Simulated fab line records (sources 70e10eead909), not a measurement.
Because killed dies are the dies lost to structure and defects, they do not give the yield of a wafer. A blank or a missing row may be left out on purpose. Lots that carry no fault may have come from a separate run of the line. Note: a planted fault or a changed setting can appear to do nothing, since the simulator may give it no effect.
fab line records	flow nand-harc
record lots=13	wafers=39	last-day=33
route steps=1302 shown A_CONTACT@1023 END@1302
lots with no fault: from the same line, run without faults
start-h: start of the lot's first displayed wafer, in hours after the record's first day	wait-h: time in hours since the lot's previous step	" identical to the entry in the row above	L1.1+2: one row covering several wafers at once	- either no value or no given start	* or withheld: withheld	< > ~ a bound
route shown NAME@n: names a module that has steps shown in the file, with the first one's number in the route	usual: mean and standard deviation over wafers with no fault	same: alike in all rows	chamber/n: place in a boat	sites: readings site by site	_std_site: standard deviation across them	_edge_site: inner sites' mean taken away from outer sites' mean	radius-mm: for every site, how far away it sits from the centre of the wafer	mask NAME#n: copy n	behind: the last tool/chamber to shape the wafer	hold: cause of the lot's hold/its duration in hours/its outcome	device: names the non-switching transistor (n, p or np)	end of line: the tests these same wafers got at the end of their route	for a step that has no rows: nothing shown but its recipe	killed: at the first sort, the dies lost to defects and structure; wafer yield is something else	map: per-die view of a wafer (x killed, . not killed, _ where there is no die)
set.NAME: the setting that was run; set.NAME@STEP: the one run at that earlier step	model.NAME: the simulator's own value behind a step, which no gauge read
a sample of lots followed through the steps of the route, with each step as a table and each wafer as a row
services: when a tool's chamber went out of use (start-h, in hours from the record's first day, below 0 if earlier), for how many hours, and the reason
## steps
# step NHARC_A_CONTACT_STRIP_101
# recipe o2-flow-sccm=400	cos-flow-sccm=20	ar-flow-sccm=0	bias-w=0	chemistry=O2/COS
lot.wafer	tool	chamber	start-h	wait-h
L822.3+2+4	rie-diel-03	0,1,0	509.47	0.1
L824.1+6+5	rie-diel-02	1,1,2	509.73	0.1
L823.3+2+5	rie-diel-09	3,1,3	518.72	0.1
L826.4+2+5	rie-diel-09	0,2,3	551.72	0.1
L829.4+6+5	rie-diel-03	1,3,0	573.51	0.1
L832.2+4+3	rie-diel-03	2,0,1	596.37	0.1
L834.2+1+5	rie-diel-09	1,2,3	609.32	0.1
L840.1+4+2	rie-diel-02	0,1,2	685.08	0.1
L839.1+3+5	rie-diel-03	3,1,3	692.11	0.1
L841.1+3+5	rie-diel-09	2,0,2	693.26	0.1
L842.4+1+5	rie-diel-03	1,0,1	702.68	0.1
L845.1+5+6	rie-diel-03	3,1,2	716.68	0.1
L844.2+3+1	rie-diel-03	0,2,3	719.05	0.1
# step NHARC_A_CONTACT_STRIP_55
# recipe o2-flow-sccm=500	ar-flow-sccm=0	bias-w=0	chemistry=O2
# usual chamber-pressure-mTorr=60.00/0.055	drypump-motor-current-A=5.6/0.44	oes-product-au=1.001/0.012	rf-vpp-V=57.9/0.93	showerhead-plenum-p-Torr=3.50/0.17	throttle-valve-pct=17.036/0.0085
lot.wafer	tool	chamber	start-h	wait-h	chamber-pressure-mTorr	drypump-motor-current-A	oes-product-au	rf-hours-counter-h	rf-vpp-V	showerhead-plenum-p-Torr	throttle-valve-pct
L822.2	rie-diel-03	1	-	-	60.03	4.9	0.990	7	57.2	3.56	17.047
L822.3	"	2	"	"	60.02	5.4	1.002	7	59.9	3.28	17.027
L822.4	"	1	"	"	60.07	5.0	1.001	-	57.6	3.56	17.029
L824.1	rie-diel-02	2	-	-	60.09	4.8	1.011	39	57.4	3.44	17.040
L824.5	"	0	"	"	60.05	5.6	1.009	-	57.1	3.27	17.032
L824.6	"	1	"	"	59.98	6.0	0.994	-	55.3	3.32	17.039
L823.2	rie-diel-09	0	-	-	60.10	5.4	0.993	4	57.3	3.51	17.029
L823.3	"	1	"	"	60.02	5.6	0.996	4	58.3	3.66	17.032
L823.5	"	0	"	"	60.01	5.4	0.988	-	59.1	3.51	17.036
L826.4	rie-diel-09	1	-	-	60.07	5.6	0.991	13	56.9	3.65	17.040
L826.2	"	3	"	"	59.98	6.6	1.026	15	58.9	3.63	17.035
L826.5	"	0	"	"	60.05	5.4	0.988	-	58.2	3.51	17.042
L829.4	rie-diel-03	2	-	-	60.01	5.4	1.014	16	58.3	3.27	17.028
L829.6	"	0	"	"	60.09	5.7	1.001	-	58.4	3.30	17.027
L829.5	"	1	"	"	60.11	5.0	1.000	-	57.6	3.55	17.051
L832.2	rie-diel-03	1	-	-	60.05	5.0	0.989	22	58.9	3.55	17.038
L832.3	"	2	"	"	59.98	5.4	0.999	22	57.1	3.27	17.033
L832.4	"	3	"	"	60.05	5.5	1.004	21	58.6	3.71	17.019
L834.1	rie-diel-09	3	-	-	60.02	6.6	1.025	34	58.8	3.62	17.061
L834.2	"	0	"	"	60.03	5.4	0.989	33	57.9	3.50	17.017
L834.5	"	3	"	"	59.98	6.6	1.019	-	57.1	3.62	17.030
L840.1	rie-diel-02	2	-	-	60.04	4.8	0.967	33	58.2	3.41	17.044
L840.4	"	3	"	"	59.99	6.0	1.017	33	57.8	3.32	17.044
L840.2	"	1	"	"	59.94	6.0	0.993	35	57.3	3.30	17.023
L839.3	rie-diel-03	0	-	-	59.99	5.8	0.999	7	58.0	3.29	17.025
L839.1	"	3	"	"	59.99	5.4	1.006	9	58.1	3.70	17.051
L839.5	"	0	"	"	59.99	5.7	1.005	-	57.6	3.29	17.021
L841.3	rie-diel-09	1	-	-	59.99	5.6	1.000	4	58.3	3.63	17.045
L841.1	"	2	"	"	59.99	5.5	1.004	4	57.0	3.54	17.036
L841.5	"	0	"	"	59.96	5.4	1.017	-	58.9	3.48	17.035
L842.4	rie-diel-03	0	-	-	59.93	5.8	1.008	9	57.9	3.29	17.050
L842.1	"	1	"	"	59.98	5.0	1.008	9	57.8	3.54	17.033
L842.5	"	0	"	"	59.97	5.8	0.994	-	56.5	3.29	17.036
L845.1	rie-diel-03	0	-	-	60.00	5.8	0.993	13	58.0	3.29	17.036
L845.6	"	0	"	"	60.03	5.8	1.000	-	57.0	3.29	17.022
L845.5	"	1	"	"	60.04	5.0	0.995	-	57.6	3.54	17.020
L844.3	rie-diel-03	3	-	-	59.97	5.5	1.002	15	58.0	3.69	17.032
L844.1	"	0	"	"	60.03	5.8	1.004	14	55.3	3.29	17.022
L844.2	"	1	"	"	60.05	5.0	0.991	13	57.9	3.54	17.030
# step NHARC_A_CONTACT_DEP_58
# recipe target-thk-a=900	target-thk-nm=90	temp-c=400	pressure-torr=3.5	flow-sccm=200	rf-w=350	material=SiON
# usual heater-power-w=735/88
lot.wafer	tool	chamber	start-h	wait-h	heater-power-w	since-wet-clean-h
L822.3	pecvd-03	1	515.32	1.6	686	136
L822.2	"	0	"	"	703	136
L822.4	"	1	"	"	652	-
L824.1	pecvd-01	0	516.47	2.7	814	11
L824.5	"	0	"	"	791	-
L824.6	"	1	"	"	696	-
L823.3	pecvd-03	1	522.71	1.6	682	144
L823.2	"	2	"	"	773	144
L823.5	"	1	"	"	666	-
L826.2	pecvd-02	2	558.99	2.2	695	138
L826.4	"	1	"	"	644	-
L826.5	"	2	"	"	695	-
L829.4	pecvd-01	1	578.57	1.2	712	-
L829.5	"	2	"	"	802	-
L829.6	"	0	"	"	767	-
L832.2	pecvd-02	2	602.57	2.2	701	1
L832.3	"	0	"	"	871	1
L832.4	"	1	"	"	564	-
L834.1	pecvd-01	2	614.10	2.9	681	109
L834.2	"	0	"	"	750	109
L834.5	"	2	"	"	693	-
L840.1	pecvd-02	0	689.89	2.7	732	88
L840.2	"	1	"	"	597	88
L840.4	"	0	"	"	756	-
L839.1	pecvd-02	1	696.13	2.8	594	94
L839.3	"	0	"	"	789	-
L839.5	"	0	"	"	786	-
L841.3	pecvd-01	0	699.81	1.7	964	13
L841.1	"	1	"	"	791	13
L841.5	"	2	"	"	719	-
L842.1	pecvd-01	1	708.59	2.7	750	22
L842.5	"	0	"	"	902	-
L842.4	"	2	"	"	730	-
L845.1	pecvd-03	1	721.00	2.7	597	161
L845.6	"	0	"	"	715	-
L845.5	"	2	"	"	845	-
L844.3	pecvd-01	1	723.01	1.6	744	37
L844.2	"	2	"	"	641	37
L844.1	"	0	"	"	899	37
# step NHARC_A_CONTACT_ETCH_124
# recipe source-w=withheld	pressure-mtorr=20	bias-v=withheld	time-s=140	target-depth-a=7000	ar-flow-sccm=withheld	c4f8-flow-sccm=withheld	o2-flow-sccm=withheld	chemistry=C4F8/O2/Ar
# usual chamber-pressure-mTorr=20.000/0.019
lot.wafer	tool	chamber	start-h	wait-h	chamber-pressure-mTorr	rf-hours-counter-h
L822.2	har-cap-etch-02	1	517.66	-	19.993	87
L822.3	"	1	"	"	20.012	-
L822.4	"	0	"	"	19.987	-
L824.1	har-cap-etch-03	1	518.79	-	19.994	44
L824.6	"	1	"	"	19.990	-
L824.5	"	0	"	"	20.021	-
L823.2	har-cap-etch-02	1	525.15	-	19.978	89
L823.3	"	0	"	"	19.994	-
L823.5	"	0	"	"	19.995	-
L826.2	har-cap-etch-02	1	561.67	-	19.961	94
L826.4	"	1	"	"	20.001	-
L826.5	"	1	"	"	19.990	-
L829.4	har-cap-etch-03	0	584.89	-	19.998	-
L829.6	"	0	"	"	19.993	-
L829.5	"	1	"	"	20.012	-
L832.2	har-cap-etch-02	0	610.92	-	20.008	104
L832.3	"	0	"	"	19.948	-
L832.4	"	1	"	"	19.973	-
L834.1	har-cap-etch-01	0	616.53	-	19.984	24
L834.2	"	1	"	"	19.982	24
L834.5	"	1	"	"	19.978	-
L840.2	har-cap-etch-01	1	692.31	-	19.986	35
L840.1	"	0	"	"	19.985	35
L840.4	"	0	"	"	20.018	-
L839.1	har-cap-etch-02	0	698.81	-	20.010	118
L839.3	"	1	"	"	20.016	-
L839.5	"	1	"	"	19.989	-
L841.1	har-cap-etch-03	0	702.13	-	19.977	76
L841.3	"	1	"	"	20.013	-
L841.5	"	0	"	"	19.998	-
L842.1	har-cap-etch-02	0	711.17	-	19.987	122
L842.4	"	1	"	"	19.991	-
L842.5	"	1	"	"	20.003	-
L845.1	har-cap-etch-03	1	723.42	-	19.977	82
L845.5	"	1	"	"	20.037	-
L845.6	"	0	"	"	20.002	-
L844.1	har-cap-etch-01	1	725.64	-	20.009	44
L844.2	"	0	"	"	20.001	44
L844.3	"	1	"	"	19.977	-
# step NHARC_END_SORT_01
# recipe temp-c=25
# usual killed-at-array=59/21	killed-at-other=1.0/1.1	killed-at-periphery=4.0/2.6	killed-dies=64/21	killed-open=3.2/1.7	killed-short=2.5/1.5
# same gross-dies=677
lot.wafer	tool	chamber	start-h	wait-h	killed-at-array	killed-at-other	killed-at-periphery	killed-dies	killed-open	killed-short
L829.4	prober-02	0	656.36	3.4	112	0	3	115	3	2
L829.5	prober-02	0	657.15	3.7	152	1	1	154	2	2
L829.6	prober-02	0	657.94	3.9	102	0	1	103	1	0
L832.2	prober-01	0	684.07	2.8	122	0	3	125	3	4
L832.3	prober-01	0	684.87	3.1	150	1	1	152	0	6
L832.4	prober-01	0	685.67	3.4	173	0	0	173	0	4
# killed by level:class
L829.4 A_CONTACT:unspecified=54 A_SLIT:chamber-film-flake=33 A_CHANNEL_HOLE_D2:chamber-film-flake=11 A_CHANNEL_HOLE_D1:chamber-film-flake=6 P_CONTACT:geometric-particle:open=1 A_ONON_D1:geometric-particle:short=1 A_ONON_D2:geometric-particle:open=1 A_CHANNEL_FILL_D2:geometric-particle:open=1
L829.5 A_CONTACT:unspecified=87 A_CHANNEL_HOLE_D2:chamber-film-flake=29 A_SLIT:chamber-film-flake=28 A_STAIRCASE:chamber-film-flake=4 A_CHANNEL_FILL_D1:geometric-particle:open=1 A_ONON_D2:geometric-particle:short=1 A_CHANNEL_FILL_D2:geometric-particle:short=1 STARTING-WAFER:geometric-particle:open=1
L829.6 A_CONTACT:unspecified=37 A_CHANNEL_HOLE_D2:chamber-film-flake=30 A_SLIT:chamber-film-flake=26 A_STAIRCASE:chamber-film-flake=4 A_CHANNEL_HOLE_D1:chamber-film-flake=3 P_M0:geometric-particle:open=1 A_ZERO_WELL:chamber-film-flake=1 A_CONTACT:chamber-film-flake=1
L832.2 A_CONTACT:unspecified=38 A_CHANNEL_HOLE_D1:chamber-film-flake=34 A_SLIT:chamber-film-flake=30 A_CHANNEL_HOLE_D2:chamber-film-flake=6 A_CONTACT:chamber-film-flake=5 A_ONON_D2:geometric-particle:short=2 A_STAIRCASE:chamber-film-flake=2 P_CONTACT:geometric-particle:short=1
L832.3 A_CONTACT:unspecified=52 A_CHANNEL_HOLE_D1:chamber-film-flake=40 A_SLIT:chamber-film-flake=28 A_CHANNEL_HOLE_D2:chamber-film-flake=14 A_CONTACT:chamber-film-flake=6 A_ONON_D2:geometric-particle:short=1 A_CHANNEL_FILL_D2:geometric-particle:short=1 A_STAIRCASE:geometric-particle:short=1
L832.4 A_CONTACT:unspecified=81 A_SLIT:chamber-film-flake=36 A_CHANNEL_HOLE_D1:chamber-film-flake=29 A_CHANNEL_HOLE_D2:chamber-film-flake=13 A_CONTACT:chamber-film-flake=6 A_WL_FILL:geometric-particle:short=2 A_ONON_D1:geometric-particle:short=1 A_CHANNEL_FILL_D1:geometric-particle:short=1
## services
tool	chamber	start-h	hours	kind
rie-diel-03	0	491.83	-	clean
rie-diel-03	1	491.83	-	clean
rie-diel-03	2	491.83	-	clean
rie-diel-03	3	491.83	-	clean
pecvd-01	-	492.20	13.0	pm
rie-diel-09	-	497.19	9.0	pm
har-cap-etch-01	-	497.62	17.0	pm
rie-diel-03	3	504.63	9.6	repair
har-cap-etch-02	-	514.05	0.4	repair
rie-diel-02	1	529.22	12.6	repair
pecvd-03	2	536.28	6.2	repair
pecvd-03	-	547.00	13.0	pm
rie-diel-02	-	571.09	9.0	pm
pecvd-02	-	589.00	13.0	pm
rie-diel-02	0	590.84	10.3	repair
rie-diel-02	2	600.13	4.2	repair
pecvd-02	-	613.46	1.1	repair
rie-diel-03	-	635.33	9.0	pm
pecvd-01	-	673.38	13.0	pm
rie-diel-09	-	674.19	9.0	pm
rie-diel-02	0	688.10	9.9	repair
pecvd-02	2	688.59	8.2	repair
rie-diel-09	3	691.61	5.4	repair
rie-diel-03	1	722.97	7.2	repair
## key
first-sign step=NHARC_END_SORT_01	reading=killed-at-array	direction=up	sigmas=3.6	usual=59	struck=135	wafers-moved=5
effect step=NHARC_END_SORT_01	reading=killed-dies	direction=up	sigmas=3.4	usual=64	struck=137	wafers-moved=4
more-kills-born-at NHARC_A_CONTACT_STRIP_101@rie-diel-03=349
met-at NHARC_A_CONTACT_STRIP_101
struck-lots L829,L832
tester-left-out L829,L832
not-acting-at NHARC_A_CONTACT_STRIP_55,NHARC_A_CONTACT_DEP_58,NHARC_A_CONTACT_ETCH_124
onset-between 509.47 573.51
fault kind=chamber-particle-source	tool=rie-diel-03	chamber=-	onset-h=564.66	steps=NHARC_A_CONTACT_STRIP_101	rate-per-visit-cm2=0.85543	end-h=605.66
# tester-left-out: of these lots the tester's yield and bins aren't shown, on N5 and GAA mostly nor the transistor test; their killed dies are dies lost to structure and defects alone, not to doping, threshold or leakage, so they don't give the yield
